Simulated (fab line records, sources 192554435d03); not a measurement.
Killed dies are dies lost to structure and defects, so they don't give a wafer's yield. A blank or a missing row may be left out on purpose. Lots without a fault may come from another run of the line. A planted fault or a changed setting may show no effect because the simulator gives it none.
Chamber matching | flow n5_finfet | N5_BEOL_M8_DEP_56 on pecvd-01: 3 sister chambers
The step deposits SiCN from 3MS/NH3, target thk 10 nm, time 17.5 s. 3 wafers are shown with their chamber, then 9 later ones without.

WAFERS WITH THEIR CHAMBER
wafer  | chamber | showerhead_plenum_p_Torr (Torr)
L088.5 | 0       | 3.669
L089.1 | 2       | 3.673
L089.4 | 1       | 3.664

WAFERS WITHOUT THEIR CHAMBER
wafer  | showerhead_plenum_p_Torr (Torr)
L090.1 | 3.657
L090.2 | 3.665
L090.3 | 3.654
L096.1 | 3.672
L096.2 | 3.679
L096.6 | 3.665
L097.1 | 3.661
L097.2 | 3.663
L097.4 | 3.666

WHICH CHAMBER EACH WENT THROUGH
wafer  | from the rows above          | in truth
L090.1 | can't be placed: 1 or 0 or 2 | 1
L090.2 | can't be placed: 1 or 0 or 2 | 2
L090.3 | can't be placed: 1 or 0 or 2 | 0
L096.1 | can't be placed: 2 or 0 or 1 | 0
L096.2 | can't be placed: 2 or 0 or 1 | 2
L096.6 | can't be placed: 1 or 0 or 2 | 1
L097.1 | can't be placed: 1 or 0 or 2 | 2
L097.2 | can't be placed: 1 or 0 or 2 | 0
L097.4 | can't be placed: 1 or 0 or 2 | 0
Placed correctly: 0 of 9. Can't be placed from these rows: 9 (the true chamber is among the candidates in 9). Placed wrongly: 0.
How it was worked out, from the rows above alone: a wafer's distance from a chamber is the root of the sum, over the readings, of the square of ((its reading less the chamber's mean) divided by the reading's scatter). The wafer belongs to the nearest chamber; if the next one is less than 2 further off, it can't be placed. A chamber's mean is the mean of its shown wafers. The scatter: with one shown wafer a chamber, the root of the mean of the squares of how far each hidden wafer lies from its nearest shown one.
